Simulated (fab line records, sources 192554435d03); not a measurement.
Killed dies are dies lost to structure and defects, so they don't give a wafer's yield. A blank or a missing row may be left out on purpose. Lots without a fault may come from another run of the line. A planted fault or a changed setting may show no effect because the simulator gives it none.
Split-lot experiment | flow n5_finfet | 7 lots, 21 wafers read, on a route of 1938 steps

THE SPLIT
At N5_BEOL_M9_EXPOSE_25 (exposes mask V8), the setting dose_mj was moved away from the recipe's 37.25 on 8 of the 21 wafers read, by -4.6% to +7.4%. The other wafers ran this setting at the recipe's value.

FROM THE SPLIT TO THE READING: what the file shows between them, 2 steps
- N5_BEOL_M9_PEB_26: peb time 60 s
- N5_BEOL_M9_DEVELOP_27: develop time 30 s

THE READING
cd_nm, in nm, at N5_BEOL_M9_CD_MEAS_28 (target cd 70 nm). Fault-free wafers of this fab line usually give 69.94 nm, standard deviation 0.28 nm.

wafer  | tool, chamber at the split | dose_mj as run | against the recipe | cd_nm, nm | against lot-mates on the recipe
L086.1 | euv_scanner-01, 0          | 38.45          | +3.2%              | 70.83     | +0.74
L086.2 | euv_scanner-01, 0          | 38.45          | +3.2%              | 70.76     | +0.67
L086.4 | euv_scanner-01, 0          | 37.25          | recipe             | 70.09     | -
L085.1 | euv_scanner-01, 0          | 36.26          | -2.7%              | 69.63     | -0.36
L085.2 | euv_scanner-01, 0          | 37.25          | recipe             | 70.09     | -
L085.3 | euv_scanner-01, 0          | 37.25          | recipe             | 69.88     | -
L088.3 | euv_scanner-02, 0          | 40.01          | +7.4%              | 72.21     | +2.16
L088.4 | euv_scanner-02, 0          | 40.01          | +7.4%              | 72.13     | +2.08
L088.6 | euv_scanner-02, 0          | 37.25          | recipe             | 70.05     | -
L089.1 | euv_scanner-02, 0          | 37.25          | recipe             | 70.10     | -
L089.4 | euv_scanner-02, 0          | 37.25          | recipe             | 70.38     | -
L089.6 | euv_scanner-02, 0          | 38.81          | +4.2%              | 71.69     | +1.45
L091.2 | euv_scanner-01, 0          | 37.25          | recipe             | 70.11     | -
L091.3 | euv_scanner-01, 0          | 37.25          | recipe             | 70.17     | -
L091.5 | euv_scanner-01, 0          | 37.25          | recipe             | 69.88     | -
L090.1 | euv_scanner-02, 0          | 35.52          | -4.6%              | 68.60     | -1.29
L090.4 | euv_scanner-02, 0          | 37.25          | recipe             | 69.89     | -
L090.6 | euv_scanner-02, 0          | 35.52          | -4.6%              | 68.67     | -1.22
L096.4 | euv_scanner-02, 0          | 37.25          | recipe             | 69.70     | -
L096.5 | euv_scanner-02, 0          | 37.25          | recipe             | 70.14     | -
L096.6 | euv_scanner-02, 0          | 37.25          | recipe             | 70.18     | -

THE FIT
A straight line over all 21 wafers: cd_nm changes by +0.288 nm for each +1% of dose_mj; r = +0.98; the points scatter about the line by 0.2 nm.
The same after taking each lot's own level away (the mean of its wafers on the recipe; 21 wafers): +0.274 nm for each +1%; r = +0.98; scatter 0.17 nm.
On that fit, the largest move of dose_mj shifts the reading by 2 nm.
The lots' own levels span 69.890 to 70.240 nm, that is 1.2 times the standard deviation above.
So the lot-to-lot level changes the slope little: the two slopes agree.
Check: with one of the wafers moved furthest among these (+7.4%) left out of the fit, the line predicts +2.01 nm for it against its lot-mates. It came out at +2.16 nm against them.

OTHER SPLITS ON THESE WAFERS
These wafers also went through other splits before the reading. Each is held against what the fit with the lots' levels taken away leaves over:
other split on the same wafers   | wafers away from the commonest value | r with cd_nm (lot level and that fit taken away)
N5_BEOL_M5_TRENCH_ETCH_37 time_s | 3                                    | -0.31
N5_BEOL_M7_PECVD_70 temp_c       | 10                                   | -0.11
N5_BEOL_M8_PECVD_70 temp_c       | 11                                   | +0.10
N5_BEOL_M8_EXPOSE_25 dose_mj     | 4                                    | +0.04
N5_BEOL_M8_DESCUM_33 time_s      | 6                                    | -0.05

THE FILE'S OWN FIT
cd_nm changes by +0.277 nm for each +1% of dose_mj, r = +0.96.
